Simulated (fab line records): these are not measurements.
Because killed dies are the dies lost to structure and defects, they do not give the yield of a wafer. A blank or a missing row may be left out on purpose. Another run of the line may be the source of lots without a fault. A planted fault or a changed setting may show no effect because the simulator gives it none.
A struck lot beside a sound one | flow nandHarc | 14 steps out of a route of 1302
Sound: these wafers, L878.4, L878.5, L878.6. Wafers struck: L888.3, L888.5, L888.6. The cause comes at the end.
At each step with rows: each side's tool, then ch and its chambers, then its first start. Under that, the readings that differ: sound wafers | struck wafers | difference of the means | sigmas: that difference in standard deviations of wafers without a fault.
alike: same words and numbers on both sides, and readings whose means sit less than 2 such deviations apart. not compared: any withheld reading, any reading some wafer has no value for, any bound like >300 that may hide the same value, and any number with overlapping values for which the record gives no deviation.
A row with sigmas, a row that says differs or no value, or rows on one side alone: a step with any of these is where the two part. Numbers that don't overlap but have no deviation are shown without sigmas and don't part them. Lack of a reading on every wafer of one side parts them only where that side has two or more wafers.

first, 7 steps without rows for these wafers: NHARC_A_STAIRCASE_COAT_211; NHARC_A_STAIRCASE_SOFTBAKE_212 (time 170 s); NHARC_A_STAIRCASE_EBR_213; NHARC_A_STAIRCASE_EXPOSE_214 (exposes mask STAIR 3); NHARC_A_STAIRCASE_PEB_215 (peb time 130 s); NHARC_A_STAIRCASE_DEVELOP_216 (time 140 s); NHARC_A_STAIRCASE_HARDBAKE_218 (time 140 s).
NHARC_A_STAIRCASE_DESCUM_219: chemistry O2, time 3 s.
  sound on rieDiel-06 ch 0,1,3, day 20 07:11; struck on rieDiel-06 ch 1,2,3, day 24 15:22
  alike: drypumpMotorCurrentA, oesProductAu, rfVppV, showerheadPlenumPTorr, throttleValvePct
  not compared: rfHoursCounterH
NHARC_A_STAIRCASE_TRIM_220: chemistry O2, time 211.2 s.
  sound on rieDiel-06 ch 0,1,3, day 20 07:19; struck on rieDiel-06 ch 0,2,3, day 24 15:28
  alike: drypumpMotorCurrentA, oesProductAu, rfVppV, showerheadPlenumPTorr, throttleValvePct
  not compared: rfHoursCounterH
NHARC_A_STAIRCASE_ETCH_221: etches the open film in C4F8/O2, target depth 100 nm, time 40.5 s.
  sound: rieDiel-06 ch 0,1,3; struck: rieDiel-06 ch 0,2,3
  alike: oesProductAu, rfFwdPowerW, rfVppV
  not compared: rfHoursCounterH
NHARC_A_STAIRCASE_TRIM_222: chemistry O2, time 211.2 s.
  sound: rieDiel-06 ch 0,1,3; struck: rieDiel-06 ch 2,3
  alike: drypumpMotorCurrentA, oesProductAu, rfVppV, showerheadPlenumPTorr, throttleValvePct
  not compared: rfHoursCounterH
NHARC_A_STAIRCASE_ETCH_223: etches the open film in C4F8/O2, target depth 100 nm, time 40.5 s.
  sound on rieDiel-06 ch 0,1,3, day 20 07:44; struck on rieDiel-06 ch 0,1, day 24 15:49
reading             | sound             | struck            | difference | sigmas
oesProductAu (a.u.) | 0.953 0.920 0.939 | 1.167 1.168 1.168 | +0.230     | +19
rfFwdPowerW (W)     | 590 589 589       | 828 830 828       | +239       | +65
  alike: rfVppV
  not compared: rfHoursCounterH
NHARC_A_STAIRCASE_TRIM_224: chemistry O2, time 211.2 s.
  sound: rieDiel-06 ch 0,1,3; struck: rieDiel-06 ch 2,3
  alike: drypumpMotorCurrentA, oesProductAu, rfVppV, showerheadPlenumPTorr, throttleValvePct
  not compared: rfHoursCounterH
-- record jumps: 8 days between struck wafers' starts before vs after; left off in module A_STAIRCASE, resumes in module END, first step shown is number 1302 of the route --
NHARC_END_SORT_01:
  sound on prober-01 ch 0, day 28 13:14; struck on prober-02 ch 0, day 33 02:02
reading       | sound    | struck      | difference | sigmas
killedAtArray | 50 53 70 | 675 669 672 | +614       | +31
killedDies    | 55 63 80 | 677 677 677 | +611       | +31
  alike: killedAtOther, killedAtPeriphery, killedOpen, killedShort

## WHERE THEY PART
Earliest at NHARC_A_STAIRCASE_ETCH_223; latest, in this record, at NHARC_END_SORT_01.

WHY: what had been put in by the simulator
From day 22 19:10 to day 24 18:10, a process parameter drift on rieDiel-06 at NHARC_A_STAIRCASE_ETCH_223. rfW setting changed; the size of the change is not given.
